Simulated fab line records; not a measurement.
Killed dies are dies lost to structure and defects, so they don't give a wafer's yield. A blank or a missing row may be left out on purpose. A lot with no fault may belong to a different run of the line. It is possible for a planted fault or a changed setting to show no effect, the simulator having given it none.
Chamber matching -- flow nand-harc -- NHARC_A_CONTACT_ETCH_90 on rie-diel-10: 4 sister chambers
The step etches the open film in CH3F/O2, target depth 40 nm, time 85.7 s. 16 wafers are shown with their chamber, then 8 later ones without.

== WAFERS WITH THEIR CHAMBER ==
wafer,chamber,drypump-motor-current-A (A),showerhead-plenum-p-Torr (Torr),rf-vpp-V (V)
L074.2,2,6.1,2.62,247.0
L074.5,0,5.6,2.46,243.9
L074.6,1,6.4,2.34,243.0
L078.1,1,6.4,2.33,242.7
L078.2,3,4.7,2.46,244.3
L078.5,2,6.1,2.62,246.9
L077.4,2,6.2,2.62,246.9
L077.5,3,4.7,2.46,245.1
L077.6,0,5.5,2.46,244.6
L087.2,3,4.6,2.45,245.2
L087.3,0,5.5,2.45,243.9
L087.5,0,5.5,2.45,244.3
L094.2,3,4.7,2.44,244.3
L094.3,1,6.4,2.31,241.6
L094.5,1,6.4,2.31,242.1
L095.3,3,4.6,2.44,242.5

SIGNATURES (means of the wafers above)
reading,chamber 0,chamber 1,chamber 2,chamber 3,scatter within a chamber
drypump-motor-current-A,5.525,6.400,6.133,4.660,0.0467
showerhead-plenum-p-Torr,2.4550,2.3225,2.6200,2.4500,0.0099
rf-vpp-V,244.175,242.350,246.933,244.280,0.72
Rule: distance of a wafer from a chamber = root of the sum over the readings of ((wafer's reading minus chamber's mean) / reading's scatter) squared. The wafer belongs to the nearest chamber; if the next one is less than 2 further off, it can't be placed. The scatter: the root of (the sum of the squares of (reading less its chamber's mean) over the shown wafers, divided by (wafers less chambers)).

== WAFERS WHOSE CHAMBER IS MISSING ==
wafer,drypump-motor-current-A (A),showerhead-plenum-p-Torr (Torr),rf-vpp-V (V)
L095.4,6.4,2.31,242.3
L095.5,5.5,2.44,243.8
L096.1,6.1,2.60,247.3
L096.3,5.5,2.44,243.7
L096.5,6.4,2.31,243.3
L097.2,6.1,2.60,247.0
L097.4,5.5,2.44,245.4
L097.6,6.5,2.31,243.0

== EACH ONE'S CHAMBER ==
wafer,from the rows above,in truth
L095.4,1,1
L095.5,0,0
L096.1,2,2
L096.3,0,0
L096.5,1,1
L097.2,2,2
L097.4,0,0
L097.6,1,1
Placed correctly: 8 of 8. Not placeable from these rows: 0. Wrongly placed: 0.
